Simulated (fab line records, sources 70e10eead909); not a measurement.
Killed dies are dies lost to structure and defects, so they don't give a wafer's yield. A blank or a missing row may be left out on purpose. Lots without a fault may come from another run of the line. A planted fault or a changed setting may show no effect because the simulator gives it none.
fab line records | flow nand_harc | part 2 of 2: steps 5 to 6 of 6
record lots=20 wafers=60 last_day=34
route steps=1302 shown A_STAIRCASE@740
lots that met no fault: from a run of the same line without faults
start_h: hours from the record's first day to the start of the lot's first wafer shown | wait_h: hours since the lot's step before | " the same as in the row above | L1.1+2: a row that stands for several wafers | - no value, or no start given | * or withheld: withheld | < > ~ a bound
route shown NAME@n: a module of which the file shows steps, and the number in the route of the first | usual: mean/standard deviation of fault-free wafers | same: alike in all rows | chamber/n: place in a boat | sites: the reading at each site | _std_site: their standard deviation | _edge_site: outer sites' mean less inner sites' | radius_mm: how far each site lies from the wafer's centre | mask NAME#n: copy n | behind: the tool/chamber that last shaped the wafer | hold: why the lot was held/for how many hours/how that ended | device: the transistor (n, p or np) that didn't switch | end of line: the same wafers' tests at the end of the route | a step without rows: its recipe alone | killed: dies lost to structure and defects at the first sort, not the wafer's yield | map: a wafer's dies, x killed, . not, _ none there
set.NAME: the setting as run; set.NAME@STEP: as run at that earlier step | model.NAME: the simulator's own value behind a step, which no gauge read
steps of the route over a sample of lots; a table a step, a row a wafer
services: from which hour (start_h, from the record's first day; less than 0 if before it) a tool's chamber was out of use, for how many hours, and why
## steps
# step NHARC_A_STAIRCASE_DEP_259
# recipe target_thk_a=300 target_thk_nm=30 temp_c=400 pressure_torr=3.5 flow_sccm=200 rf_w=350 material=SiON
# usual heater_power_w=799/67 susceptor_temp_C=400.00/0.25
# columns lot.wafer tool chamber start_h wait_h heater_power_w susceptor_temp_C
L074.1 pecvd-01 2 374.29 1.6 880 400.32
L074.2 " 0 " " 737 400.20
L074.5 " 0 " " 732 399.98
L076.2 pecvd-04 0 386.82 1.3 786 400.35
L076.5 " 2 " " 869 400.10
L076.6 " 1 " " 765 399.91
L078.3 pecvd-02 2 405.32 1.0 704 400.36
L078.4 " 0 " " 760 399.85
L078.6 " 1 " " 973 400.25
L077.1 pecvd-04 1 407.34 1.6 928 399.84
L077.2 " 0 " " 752 399.78
L077.4 " 2 " " 876 399.77
L079.2 pecvd-04 1 421.52 1.3 939 400.30
L079.1 " 0 " " 788 400.44
L079.6 " 0 " " 806 400.31
L080.1 pecvd-01 2 421.69 1.6 733 400.26
L080.6 " 0 " " 816 400.19
L080.4 " 1 " " 680 399.80
L083.2 pecvd-01 0 469.42 1.3 699 400.19
L083.5 " 1 " " 720 400.16
L083.4 " 2 " " 836 399.63
L086.1 pecvd-04 2 471.22 1.6 910 400.08
L086.2 " 0 " " 802 400.31
L086.4 " 0 " " 796 400.43
L084.3 pecvd-01 2 471.88 1.0 893 399.49
L084.2 " 1 " " 765 400.17
L084.4 " 1 " " 770 400.05
L085.1 pecvd-04 2 482.07 1.6 820 400.07
L085.6 " 1 " " 735 399.78
L085.5 " 2 " " 839 400.03
L087.2 pecvd-04 2 504.36 1.5 853 400.27
L087.4 " 1 " " 724 399.57
L087.6 " 2 " " 849 400.19
L088.1 pecvd-02 0 513.10 1.6 702 400.55
L088.3 " 1 " " 832 399.99
L088.4 " 2 " " 710 400.07
L091.3 pecvd-04 1 522.66 1.0 828 399.64
L091.5 " 1 " " 835 400.23
L091.6 " 0 " " 760 399.98
L090.1 pecvd-04 2 526.79 1.6 835 399.88
L090.4 " 0 " " 847 400.01
L090.6 " 2 " " 831 399.98
L093.2 pecvd-04 1 556.69 1.3 849 400.06
L093.3 " 2 " " 807 400.02
L093.6 " 0 " " 749 399.70
L092.1 pecvd-01 2 558.53 1.6 778 399.53
L092.6 " 2 " " 809 399.42
L092.5 " 0 " " 772 399.94
L094.2 pecvd-04 0 566.06 1.3 851 399.98
L094.6 " 2 " " 913 399.79
L094.5 " 0 " " 829 399.93
L095.2 pecvd-01 0 585.32 1.3 749 400.34
L095.3 " 1 " " 783 399.80
L095.6 " 1 " " 786 399.71
L096.3 pecvd-01 1 585.49 1.0 803 400.27
L096.1 " 2 " " 768 399.65
L096.6 " 1 " " 788 400.56
L097.2 pecvd-02 1 605.21 1.2 910 399.64
L097.6 " 1 " " 914 399.85
L097.5 " 2 " " 799 400.03
# step NHARC_A_STAIRCASE_ETCH_271
# recipe cf4_flow_sccm=100 chf3_flow_sccm=30 ar_flow_sccm=0 rf_w=500 bias_w=200 chemistry=CF4/CHF3
# usual drypump_motor_current_A=5.7/0.4 mfc_ar_sccm=0.006/0.0099 oes_product_au=0.955/0.024 rf_vpp_V=370.7/2.5 showerhead_plenum_p_Torr=1.58/0.072 throttle_valve_pct=16.803/0.0089
# columns lot.wafer tool chamber start_h wait_h drypump_motor_current_A mfc_ar_sccm oes_product_au rf_hours_counter_h rf_vpp_V showerhead_plenum_p_Torr throttle_valve_pct
L074.2 rie_diel-13 0 375.62 0.1 6.3 0 0.938 7 367.6 1.48 16.805
L074.1 " 3 " " 5.2 0.025 0.960 6 373.1 1.64 16.801
L074.5 " 0 " " 6.3 0 0.950 - 367.3 1.48 16.785
L076.2 rie_diel-13 2 387.94 0.1 5.5 0 0.931 8 374.7 1.67 16.797
L076.6 " 3 " " 5.2 0.025 0.973 - 372.6 1.64 16.818
L076.5 " 0 " " 6.3 0 0.968 - 366.5 1.48 16.794
L078.3 rie_diel-13 0 406.35 0.1 6.3 0 0.957 18 367.8 1.47 16.797
L078.6 " 0 " " 6.3 0 0.970 - 368.0 1.47 16.800
L078.4 " 2 " " 5.5 0 0.961 - 373.7 1.66 16.799
L077.1 rie_diel-02 0 408.41 0.1 5.6 0 0.971 1 367.6 1.49 16.797
L077.4 " 1 " " 5.3 0 0.968 1 371.4 1.61 16.815
L077.2 " 2 " " 5.9 0 0.984 1 367.9 1.50 16.815
L079.1 rie_diel-13 3 422.47 0.1 5.2 0.025 1.009 14 372.4 1.64 16.801
L079.2 " 0 " " 6.3 0 0.962 27 367.5 1.47 16.804
L079.6 " 3 " " 5.2 0.025 1.010 - 373.8 1.64 16.793
L080.4 rie_diel-01 0 422.77 0.1 6.1 0 0.962 13 367.7 1.51 16.799
L080.1 " 2 " " 5.7 0.026 0.972 15 370.0 1.52 16.804
L080.6 " 0 " " 6.2 0 0.950 - 368.0 1.51 16.814
L083.4 rie_diel-13 0 470.32 0.1 6.3 0 0.956 40 367.5 1.47 16.809
L083.2 " 1 " " 6.1 0 0.959 39 374.9 1.66 16.806
L083.5 " 3 " " 5.2 0.025 1.009 - 373.5 1.63 16.803
L086.4 rie_diel-01 3 472.13 0.1 5.1 0.012 0.906 34 370.8 1.61 16.803
L086.2 " 0 " " 6.1 0 0.919 31 370.2 1.51 16.797
L086.1 " 2 " " 5.6 0.026 0.927 34 369.4 1.52 16.798
L084.4 rie_diel-13 3 473.00 0.1 5.2 0.025 0.986 32 371.0 1.63 16.801
L084.3 " 0 " " 6.3 0 0.953 41 365.7 1.47 16.813
L084.2 " 1 " " 6.1 0 0.959 41 373.5 1.66 16.793
L085.1 rie_diel-01 1 483.14 0.1 5.7 0 0.968 29 370.1 1.59 16.798
L085.6 " 2 " " 5.7 0.026 0.951 - 370.0 1.52 16.798
L085.5 " 3 " " 5.1 0.012 0.948 - 373.4 1.61 16.797
L087.2 rie_diel-02 1 505.27 0.1 5.3 0 0.938 31 371.9 1.60 16.813
L087.4 " 2 " " 6.0 0 0.918 32 369.2 1.49 16.818
L087.6 " 3 " " 5.2 0 0.921 - 374.0 1.66 16.814
L088.4 rie_diel-13 0 514.04 0.1 6.3 0 0.957 48 366.2 1.47 16.808
L088.3 " 2 " " 5.5 0 0.981 57 373.5 1.65 16.797
L088.1 " 3 " " 5.1 0.025 1.000 45 371.4 1.63 16.823
L091.3 rie_diel-02 3 523.70 0.1 5.2 0 0.960 38 373.1 1.66 16.800
L091.6 " 3 " " 5.2 0 0.951 - 373.0 1.66 16.801
L091.5 " 0 " " 5.6 0 0.971 - 369.1 1.48 16.806
L090.4 rie_diel-01 3 528.00 0.1 5.1 0.012 0.918 53 371.4 1.60 16.798
L090.1 " 0 " " 6.1 0 0.941 48 368.5 1.50 16.809
L090.6 " 1 " " 5.6 0 0.948 - 372.4 1.58 16.801
L093.3 rie_diel-02 3 557.61 0.1 5.2 0 0.908 50 374.8 1.66 16.802
L093.2 " 1 " " 5.4 0 0.946 52 369.6 1.60 16.792
L093.6 " 3 " " 5.2 0 0.914 - 373.2 1.66 16.804
L092.1 rie_diel-02 2 559.45 0.1 5.9 0 0.970 54 366.8 1.49 16.793
L092.6 " 1 " " 5.3 0 1.001 - 371.5 1.60 16.803
L092.5 " 2 " " 5.9 0 0.972 - 366.2 1.49 16.814
L094.2 rie_diel-01 0 567.37 0.2 6.2 0 0.941 0 367.8 1.50 16.794
L094.5 " 1 " " 5.6 0 0.938 - 371.1 1.58 16.797
L094.6 " 2 " " 5.6 0.026 0.917 - 368.3 1.51 16.795
L095.3 rie_diel-13 2 586.35 0.1 5.5 0 0.930 22 373.2 1.65 16.806
L095.2 " 1 " " 6.2 0 0.942 23 372.6 1.65 16.800
L095.6 " 3 " " 5.2 0.025 0.940 - 372.7 1.62 16.812
L096.1 rie_diel-01 3 586.53 0.1 5.1 0.012 0.943 8 370.6 1.60 16.789
L096.3 " 2 " " 5.7 0.026 0.965 9 368.9 1.51 16.816
L096.6 " 0 " " 6.1 0 0.968 - 368.4 1.50 16.806
L097.2 rie_diel-02 1 606.29 0.2 5.4 0 0.962 3 371.4 1.59 16.785
L097.6 " 2 " " 6.0 0 0.942 - 368.8 1.48 16.798
L097.5 " 3 " " 5.2 0 0.917 - 373.2 1.66 16.795
## services
# columns tool chamber start_h hours kind
rie_diel-02 3 351.81 12.9 repair
pecvd-02 1 352.32 23.3 repair
rie_diel-13 1 378.30 5.1 repair
rie_diel-01 - 380.90 9.0 pm
rie_diel-13 3 391.08 21.6 repair
rie_diel-02 - 393.92 9.0 pm
pecvd-02 - 408.33 13.0 pm
pecvd-04 0 411.18 3.9 repair
pecvd-01 2 428.83 19.4 repair
rie_diel-01 1 431.94 13.4 repair
pecvd-04 - 450.35 13.0 pm
pecvd-02 - 453.86 0.6 repair
rie_diel-13 1 492.24 6.6 repair
pecvd-01 - 492.45 13.0 pm
rie_diel-13 0 495.00 16.7 repair
pecvd-01 0 532.05 4.3 repair
pecvd-01 1 537.21 3.5 repair
pecvd-04 - 537.96 5.1 repair
rie_diel-01 - 557.90 9.0 pm
rie_diel-02 - 573.51 9.0 pm
pecvd-02 0 580.97 14.6 repair
pecvd-02 - 589.33 13.0 pm
rie_diel-02 0 596.15 36.8 repair
rie_diel-01 - 602.36 3.7 repair
